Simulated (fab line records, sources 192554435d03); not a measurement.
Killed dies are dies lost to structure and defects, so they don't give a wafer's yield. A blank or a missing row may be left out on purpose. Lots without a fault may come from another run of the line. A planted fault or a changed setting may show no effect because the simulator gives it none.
Split-lot experiment | flow n5_finfet | 7 lots, 21 wafers read, on a route of 1938 steps

THE SPLIT
At N5_BEOL_M12_PEB_08 (peb time 90 s), the setting peb_temp_c was moved away from the recipe's 130 C on 4 of the 21 wafers read, by -2.2% to -1.5%. The other wafers ran this setting at the recipe's value.

FROM THE SPLIT TO THE READING: what the file shows between them, 2 steps
- N5_BEOL_M12_DEVELOP_09: develop time 45 s
- N5_BEOL_M12_HARDBAKE_14: time 120 s

THE READING
cd_nm, in nm, at N5_BEOL_M12_CD_MEAS_10 (target cd 140 nm). Fault-free wafers of this fab line usually give 139.9 nm, standard deviation 1.1 nm.

wafer  | tool, chamber at the split | peb_temp_c as run, C | against the recipe | cd_nm, nm | against lot-mates on the recipe
L079.3 | litho_track-05, 0          | 130                  | recipe             | 138.6     | -
L079.4 | litho_track-05, 0          | 130                  | recipe             | 137.3     | -
L079.6 | litho_track-05, 0          | 127.2                | -2.2%              | 127.0     | -10.9
L085.1 | litho_track-05, 0          | 130                  | recipe             | 136.6     | -
L085.4 | litho_track-05, 0          | 130                  | recipe             | 140.8     | -
L085.5 | litho_track-05, 0          | 130                  | recipe             | 137.0     | -
L089.3 | litho_track-03, 0          | 128                  | -1.5%              | 129.8     | -9.8
L089.5 | litho_track-03, 0          | 130                  | recipe             | 139.6     | -
L089.6 | litho_track-03, 0          | 128                  | -1.5%              | 127.1     | -12.5
L087.2 | litho_track-04, 0          | 130                  | recipe             | 140.2     | -
L087.3 | litho_track-04, 0          | 130                  | recipe             | 140.3     | -
L087.5 | litho_track-04, 0          | 130                  | recipe             | 141.5     | -
L090.2 | litho_track-05, 0          | 130                  | recipe             | 135.9     | -
L090.5 | litho_track-05, 0          | 130                  | recipe             | 137.1     | -
L090.6 | litho_track-05, 0          | 130                  | recipe             | 140.2     | -
L094.1 | litho_track-03, 0          | 130                  | recipe             | 137.5     | -
L094.4 | litho_track-03, 0          | 127.7                | -1.8%              | 131.3     | -7.0
L094.6 | litho_track-03, 0          | 130                  | recipe             | 139.1     | -
L097.2 | litho_track-05, 0          | 130                  | recipe             | 139.0     | -
L097.3 | litho_track-05, 0          | 130                  | recipe             | 140.0     | -
L097.6 | litho_track-05, 0          | 130                  | recipe             | 137.0     | -

THE FIT
A straight line over all 21 wafers: cd_nm changes by +5.56 nm for each +1% of peb_temp_c; r = +0.91; the points scatter about the line by 1.8 nm.
The same after taking each lot's own level away (the mean of its wafers on the recipe; 21 wafers): +5.59 nm for each +1%; r = +0.92; scatter 1.7 nm.
On that fit, the largest move of peb_temp_c shifts the reading by 12 nm.
The lots' own levels span 137.73 to 140.67 nm, that is 2.7 times the standard deviation above.
So the lot-to-lot level changes the slope little: the two slopes agree.
Check: with one of the wafers moved furthest among these (-2.2%) left out of the fit, the line predicts -12.8 nm for it against its lot-mates. It came out at -10.9 nm against them.

OTHER SPLITS ON THESE WAFERS
These wafers also went through other splits before the reading. Each is held against what the fit with the lots' levels taken away leaves over:
other split on the same wafers | wafers away from the commonest value | r with cd_nm (lot level and that fit taken away)
N5_BEOL_M11_PECVD_70 temp_c    | 9                                    | -0.36

THE FILE'S OWN FIT
cd_nm changes by +5.24 nm for each +1% of peb_temp_c, r = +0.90.
